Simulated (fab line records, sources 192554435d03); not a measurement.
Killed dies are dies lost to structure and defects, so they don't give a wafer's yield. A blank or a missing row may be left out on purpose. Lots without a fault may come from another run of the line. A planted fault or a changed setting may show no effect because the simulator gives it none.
fab line records | flow n5_finfet
record lots=12 wafers=32 last_day=17
route steps=1938 shown BEOL_M3@971 PASSIVATION@1909
lots that met no fault: from a run of the same line without faults
start_h: hours from the record's first day to the start of the lot's first wafer shown | wait_h: hours since the lot's step before | " the same as in the row above | L1.1+2: a row that stands for several wafers | - no value, or no start given | * or withheld: withheld | < > ~ a bound
route shown NAME@n: a module of which the file shows steps, and the number in the route of the first | usual: mean/standard deviation of fault-free wafers | same: alike in all rows | chamber/n: place in a boat | sites: the reading at each site | _std_site: their standard deviation | _edge_site: outer sites' mean less inner sites' | radius_mm: how far each site lies from the wafer's centre | mask NAME#n: copy n | behind: the tool/chamber that last shaped the wafer | hold: why the lot was held/for how many hours/how that ended | device: the transistor (n, p or np) that didn't switch | end of line: the same wafers' tests at the end of the route | a step without rows: its recipe alone | killed: dies lost to structure and defects at the first sort, not the wafer's yield | map: a wafer's dies, x killed, . not, _ none there
set.NAME: the setting as run; set.NAME@STEP: as run at that earlier step | model.NAME: the simulator's own value behind a step, which no gauge read
steps of the route over a sample of lots; a table a step, a row a wafer
services: from which hour (start_h, from the record's first day; less than 0 if before it) a tool's chamber was out of use, for how many hours, and why
## steps
# step N5_BEOL_M3_ETCH_69
# recipe chemistry=CF4 target=SiARC target_depth_a=156 mask_material=CAR-EUV time_s=26 ion_energy_ev=80 pressure_mtorr=40 source_w=545 bias_w=36 Ar_flow_sccm=100 cf4_flow_sccm=100 ends=cleared
# usual drypump_motor_current_A=5.8/0.47 etch_rf_on_time_s=26.1/0.68 oes_product_au=0.68/0.089 rf_vpp_V=184.1/1.2 showerhead_plenum_p_Torr=2.15/0.072 throttle_valve_pct=15.68/0.23
# columns lot.wafer tool chamber start_h wait_h drypump_motor_current_A etch_rf_on_time_s oes_product_au rf_hours_counter_h rf_vpp_V showerhead_plenum_p_Torr throttle_valve_pct
L212.1 rie_diel-01 3 143.38 0.0 5.9 25.8 0.58 242 184.3 2.10 15.99
L212.4 " 1 " " 4.9 25.8 0.61 193 185.0 2.22 15.84
L212.6 " 2 " " 6.0 27.2 0.62 - 183.6 2.07 15.43
L213.1 rie_diel-05 3 168.61 0.0 5.8 26.5 0.65 149 184.8 2.22 15.79
L213.2 " 2 " " 5.4 26.6 0.81 2 183.3 2.21 15.67
L215.1 rie_diel-05 3 169.41 0.0 5.9 26.1 0.65 149 186.1 2.22 15.79
L215.4 " 3 " " 5.9 26.3 0.64 - 184.3 2.22 15.77
L215.5 " 0 " " 5.4 26.3 0.62 - 183.5 2.07 15.67
L216.1 rie_diel-01 0 170.47 0.0 6.7 25.4 0.63 209 184.3 2.13 15.71
L216.4 " 2 " " 6.0 26.8 0.62 148 183.0 2.07 15.45
L216.6 " 0 " " 6.7 25.5 0.63 - 183.3 2.13 15.68
L217.4 rie_diel-06 0 171.87 0.0 5.5 25.8 0.60 239 182.8 2.04 16.06
L217.5 " 2 " " 5.8 26.0 0.59 - 182.9 2.03 16.16
L224.1 rie_diel-01 0 243.21 0.0 6.7 25.3 0.62 230 185.2 2.12 15.74
L224.4 " 1 " " 4.9 26.0 0.59 221 184.3 2.21 15.90
L224.5 " 2 " " 6.0 27.0 0.60 - 182.6 2.06 15.47
L227.1 rie_diel-06 1 243.32 0.0 6.2 25.3 0.65 177 185.9 2.21 15.93
L227.4 " 3 " " 5.9 26.4 0.73 - 182.5 2.09 15.52
L227.5 " 0 " " 5.4 25.6 0.84 - 186.2 2.29 15.55
L226.3 rie_diel-01 0 248.57 0.0 6.7 25.3 0.62 232 183.2 2.12 15.74
L226.5 " 3 " " 5.9 24.9 0.81 - 182.4 2.10 15.50
L226.6 " 2 " " 6.0 27.0 0.60 - 183.1 2.06 15.49
L229.2 rie_diel-06 0 250.96 0.0 5.5 25.5 0.82 8 186.4 2.29 15.56
L229.4 " 0 " " 5.5 25.5 0.82 - 186.7 2.29 15.56
L231.1 rie_diel-05 3 261.64 0.0 5.9 26.5 0.62 175 185.0 2.21 15.85
L231.4 " 0 " " 5.4 26.7 0.61 170 182.6 2.06 15.72
L232.3 rie_diel-06 3 263.21 0.0 5.9 26.7 0.72 59 183.9 2.09 15.53
L232.5 " 1 " " 6.2 25.6 0.63 - 185.8 2.21 15.93
L232.6 " 2 " " 5.7 25.2 0.83 - 186.9 2.28 15.74
L234.1 rie_diel-05 0 290.54 0.0 5.4 27.0 0.60 178 183.7 2.06 15.75
L234.3 " 3 " " 5.9 26.7 0.62 184 184.4 2.21 15.83
L234.4 " 1 " " 6.2 26.3 0.78 30 183.9 2.18 15.14
# step N5_PASSIVATION_AL_ETCH_33
# recipe chemistry=Cl2/BCl3 target_depth_a=28000 over_etch_frac=0.15 Cl2_flow_sccm=180 bcl3_flow_sccm=60 target=Al stop_on=TaN time_s=466.7 ion_energy_ev=100 pressure_mtorr=10 icp_w=900 bias_w=100
# usual drypump_motor_current_A=5.9/0.47 oes_product_au=0.74/0.077 throttle_valve_pct=34.3/0.43
# columns lot.wafer tool chamber start_h wait_h drypump_motor_current_A oes_product_au rf_hours_counter_h throttle_valve_pct
L212.1 rie_metal-01 0 268.05 0.1 6.4 0.78 14 34.0
L212.4 " 1 " " 6.1 0.82 - 34.9
L212.6 " 1 " " 6.1 0.83 - 34.9
L215.1 rie_metal-02 1 287.92 0.1 6.3 0.57 118 34.1
L215.4 " 1 " " 6.3 0.56 - 34.1
L215.5 " 0 " " 5.2 0.66 - 34.6
L213.1 rie_metal-03 1 288.16 0.1 5.6 0.82 7 34.3
L213.2 " 0 " " 5.4 0.65 62 33.9
L217.4 rie_metal-03 0 301.25 0.2 5.3 0.65 - 33.9
L217.5 " 0 " " 5.3 0.66 - 33.8
L216.1 rie_metal-02 0 301.31 0.1 5.3 0.65 57 34.6
L216.4 " 0 " " 5.2 0.64 - 34.6
L216.6 " 0 " " 5.2 0.65 - 34.6
L226.3 rie_metal-02 0 360.36 0.2 5.2 0.64 - 34.6
L226.5 " 1 " " 6.4 0.85 - 33.7
L226.6 " 0 " " 5.2 0.64 - 34.6
L224.1 rie_metal-01 1 369.02 0.1 6.1 0.79 15 34.9
L224.4 " 1 " " 6.1 0.78 - 34.9
L224.5 " 1 " " 6.1 0.79 - 34.9
L227.1 rie_metal-03 0 369.38 0.1 5.3 0.64 68 33.9
L227.4 " 0 " " 5.3 0.64 - 33.9
L227.5 " 1 " " 5.6 0.79 - 34.3
L229.2 rie_metal-03 0 378.01 0.1 5.3 0.64 69 33.8
L229.4 " 1 " " 5.6 0.80 - 34.3
L231.1 rie_metal-03 0 394.10 0.1 5.3 0.64 71 33.9
L231.4 " 1 " " 5.7 0.78 - 34.3
L232.3 rie_metal-01 1 398.19 0.2 6.1 0.77 - 34.9
L232.5 " 0 " " 6.4 0.74 - 34.0
L232.6 " 1 " " 6.1 0.77 - 34.9
L234.1 rie_metal-02 1 414.27 0.1 6.4 0.82 9 33.7
L234.3 " 1 " " 6.3 0.80 - 33.7
L234.4 " 0 " " 5.2 0.63 - 34.6
# step N5_PASSIVATION_PECVD_35
# recipe material=SiNx target_thk_a=7000 temp_c=400 precursor=SiH4/NH3/N2 pressure_torr=4.9 rf_w=1406 time_s=151.3
# usual heater_power_w=442/120 showerhead_plenum_p_Torr=8.67/0.067 throttle_valve_pct=29.7/1.9
# columns lot.wafer tool chamber start_h wait_h heater_power_w showerhead_plenum_p_Torr throttle_valve_pct
L212.1 pecvd-04 2 269.23 0.1 172 8.54 27.3
L212.4 " 1 " " 548 8.76 33.3
L212.6 " 2 " " 232 8.52 26.9
L215.1 pecvd-04 2 289.18 0.1 166 8.53 27.2
L215.4 " 2 " " 211 8.54 27.2
L215.5 " 1 " " 438 8.75 32.9
L213.1 pecvd-03 0 289.29 0.1 285 8.62 28.9
L213.2 " 2 " " 450 8.70 28.0
L217.4 pecvd-03 1 302.30 0.1 319 8.57 27.5
L217.5 " 0 " " 214 8.65 29.0
L216.1 pecvd-03 1 302.99 0.1 442 8.57 27.7
L216.4 " 1 " " 460 8.60 27.9
L216.6 " 1 " " 305 8.58 27.6
L226.3 pecvd-02 2 361.36 0.1 688 8.73 31.8
L226.5 " 1 " " 467 8.63 30.8
L226.6 " 2 " " 489 8.73 32.0
L224.1 pecvd-02 2 370.19 0.1 626 8.73 32.0
L224.4 " 1 " " 486 8.64 30.5
L224.5 " 0 " " 387 8.72 30.6
L227.1 pecvd-02 1 370.51 0.1 421 8.60 30.5
L227.4 " 1 " " 460 8.62 30.5
L227.5 " 0 " " 383 8.70 30.7
L229.2 pecvd-02 1 379.22 0.1 449 8.63 30.8
L229.4 " 0 " " 435 8.70 30.6
L231.1 pecvd-02 0 395.37 0.1 479 8.71 30.8
L231.4 " 2 " " 671 8.70 32.1
L232.3 pecvd-03 0 399.20 0.1 258 8.62 29.1
L232.5 " 0 " " 299 8.62 29.1
L232.6 " 1 " " 315 8.57 27.4
L234.1 pecvd-02 2 415.39 0.1 618 8.74 32.0
L234.3 " 1 " " 402 8.62 26.7
L234.4 " 2 " " 647 8.73 31.7
# step N5_PASSIVATION_OVL_MEAS_66
# recipe points_per_wafer=44
# usual PASS_OPEN_OVL=1/5.9
# columns lot.wafer tool chamber start_h wait_h PASS_OPEN_OVL[nm]
L212.1 overlay-01 0 269.89 0.0 4
L212.4 " 0 " " -2
L212.6 " 0 " " -2
L215.1 overlay-02 0 289.64 0.0 1
L215.4 " 0 " " -5
L215.5 " 0 " " 5
L213.1 overlay-02 0 289.76 0.0 8
L213.2 " 0 " " 8
L217.4 overlay-01 0 302.71 0.0 9
L217.5 " 0 " " 12
L216.1 overlay-02 0 303.53 0.0 -7
L216.4 " 0 " " 5
L216.6 " 0 " " 1
L226.3 overlay-01 0 361.95 0.0 3
L226.5 " 0 " " 4
L226.6 " 0 " " 1
L224.1 overlay-02 0 370.77 0.0 4
L224.4 " 0 " " 4
L224.5 " 0 " " -4
L227.1 overlay-02 0 371.10 0.0 7
L227.4 " 0 " " 5
L227.5 " 0 " " 1
L229.2 overlay-02 0 379.80 0.0 13
L229.4 " 0 " " 7
L231.1 overlay-01 0 395.88 0.0 11
L231.4 " 0 " " 15
L232.3 overlay-01 0 399.66 0.0 4
L232.5 " 0 " " 0
L232.6 " 0 " " -2
L234.1 overlay-02 0 415.98 0.0 -4
L234.3 " 0 " " -4
L234.4 " 0 " " 9
# step N5_PASSIVATION_PROBE_49
# usual defect_limited_yield=91.4/1.4 killed_at_M0_to_M3=32/10 killed_at_M4_up=13/5.6 killed_at_contacts=13/6.6 killed_at_front_end=39/13 killed_at_other=3.4/2.8 killed_dies=101/17 killed_open=66/13 killed_short=33/7 sort_bin_5_function=5.0/0.93 sort_bin_6_memory=3.2/0.65 sort_bin_8_speed=0.01/0.16 sort_n_pass=1078/17 sort_yield_pct=91.4/1.4
# same gross_dies=1180 killed_at_back_side=0 sort_bin_4_leakage[%]=0
# columns lot.wafer tool chamber start_h wait_h defect_limited_yield[%] killed_at_M0_to_M3 killed_at_M4_up killed_at_contacts killed_at_front_end killed_at_other killed_dies killed_open killed_short sort_bin_5_function[%] sort_bin_6_memory[%] sort_bin_8_speed[%] sort_n_pass sort_yield_pct[%]
L226.3 prober-01 - 365.15 0.1 90.5 45 14 4 41 8 112 57 42 4.8 3.4 0 1068 90.5
L226.5 prober-01 - 365.25 0.2 91.8 48 11 9 26 3 97 55 41 4.9 3.1 0 1083 91.8
L226.6 prober-01 - 365.30 0.3 81.4 163 13 7 30 6 219 50 27 11.2 4.2 0 961 81.4
L224.1 prober-02 - 374.11 0.0 90.3 46 10 14 42 2 114 67 38 4.7 4.2 0 1066 90.3
L224.4 prober-02 - 374.26 0.2 91.8 32 14 3 40 8 97 60 37 4.1 3.9 0 1083 91.8
L224.5 prober-02 - 374.31 0.2 79.9 176 15 5 36 5 237 67 35 12.5 4.9 0 943 79.9
# killed by level:class
L226.3 BEOL_M0_SAQP:geometric_particle:short=16 HKMG_FIN:area_etch=12 BEOL_M2:geometric_particle:open=9 FIN_SAQP:geometric_particle:open=8 STI_FIN_REVEAL:geometric_particle:open=8 BEOL_M4:geometric_particle:open=6 FIN_SAQP:geometric_particle:short=5 BEOL_M0_SAQP:geometric_particle:open=5
L226.5 BEOL_M0_SAQP:geometric_particle:short=20 BEOL_M0_SAQP:geometric_particle:open=13 MOL_CONTACT_COAG:geometric_particle:open=7 BEOL_M2:geometric_particle:open=7 FIN_SAQP:geometric_particle:open=6 FIN_SAQP:geometric_particle:short=5 BEOL_M4:geometric_particle:open=4 STARTING-WAFER:geometric_particle:open=3
L226.6 BEOL_M3:unspecified=134 BEOL_M0_SAQP:geometric_particle:open=10 BEOL_M0_SAQP:geometric_particle:short=8 BEOL_M2:geometric_particle:open=7 FIN_SAQP:geometric_particle:short=6 HKMG_FIN:area_etch=6 MOL_CONTACT_COAG:geometric_particle:open=5 BEOL_M4:geometric_particle:open=4
L224.1 BEOL_M0_SAQP:geometric_particle:short=16 MOL_CONTACT_COAG:geometric_particle:open=13 BEOL_M0_SAQP:geometric_particle:open=10 BEOL_M2:geometric_particle:open=10 FIN_SAQP:geometric_particle:short=9 BEOL_M4:geometric_particle:open=7 HKMG_FIN:area_etch=7 FIN_SAQP:geometric_particle:open=6
L224.4 BEOL_M0_SAQP:geometric_particle:short=13 BEOL_M0_SAQP:geometric_particle:open=12 FIN_SAQP:geometric_particle:short=9 BEOL_M4:geometric_particle:open=9 FIN_SAQP:geometric_particle:open=7 STI_FIN_REVEAL:geometric_particle:open=7 DUMMY_GATE:geometric_particle:open=4 PASS1_CAP:geometric_particle:open=4
L224.5 BEOL_M3:unspecified=134 FIN_SAQP:geometric_particle:short=12 FIN_SAQP:geometric_particle:open=11 BEOL_M0_SAQP:geometric_particle:open=11 BEOL_M3:geometric_particle:open=8 BEOL_M4:geometric_particle:open=8 BEOL_M0_SAQP:geometric_particle:short=7 BEOL_M2:geometric_particle:open=7
## services
# columns tool chamber start_h hours kind
rie_diel-05 - 119.41 0.5 repair
pecvd-03 - 124.32 1.0 repair
pecvd-04 2 140.23 3.6 repair
rie_diel-06 1 147.10 9.0 repair
rie_diel-05 1 148.74 7.9 repair
rie_diel-01 3 161.06 3.2 repair
rie_diel-06 0 162.19 6.6 repair
rie_metal-03 - 209.05 0.9 repair
rie_metal-01 - 212.60 14.6 pm
rie_metal-01 - 227.46 4.3 pm
rie_metal-03 1 241.33 9.7 repair
rie_diel-05 0 247.47 3.2 repair
rie_diel-05 3 249.30 7.6 repair
rie_metal-02 - 259.26 2.8 pm
rie_diel-01 - 296.55 2.8 pm
pecvd-03 0 302.43 5.6 repair
pecvd-03 - 312.15 6.0 pm
rie_metal-03 - 321.59 2.8 pm
pecvd-03 - 322.53 0.9 repair
rie_diel-05 - 337.19 0.3 repair
rie_diel-06 - 348.21 15.6 pm
rie_diel-06 0 369.66 5.8 repair
rie_diel-05 0 372.63 4.3 repair
rie_diel-05 - 383.21 2.8 pm
## key
first_sign step=N5_PASSIVATION_PROBE_49 reading=killed_at_M0_to_M3 direction=up sigmas=14 usual=32 struck=170
effect step=N5_PASSIVATION_PROBE_49 reading=killed_dies direction=up sigmas=7.5 usual=101 struck=228
more_kills_born_at N5_BEOL_M3_ETCH_69@rie_diel-01=268
met_at N5_BEOL_M3_ETCH_69
struck_lots L224,L226
struck_wafers L224.5,L226.6
baseline_loss step=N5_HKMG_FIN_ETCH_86 wafers=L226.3
not_acting_at N5_PASSIVATION_AL_ETCH_33,N5_PASSIVATION_PECVD_35,N5_PASSIVATION_OVL_MEAS_66
onset_between 170.47 243.21
fault kind=chamber_particle_source tool=rie_diel-01 chamber=2 onset_h=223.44 steps=N5_BEOL_M3_ETCH_69 rate_per_visit_cm2=1.16 end_h=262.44
# baseline_loss: these wafers lose ten dies or more at that step, a loss of the line's own and not of a fault; the sort's usual values leave them out
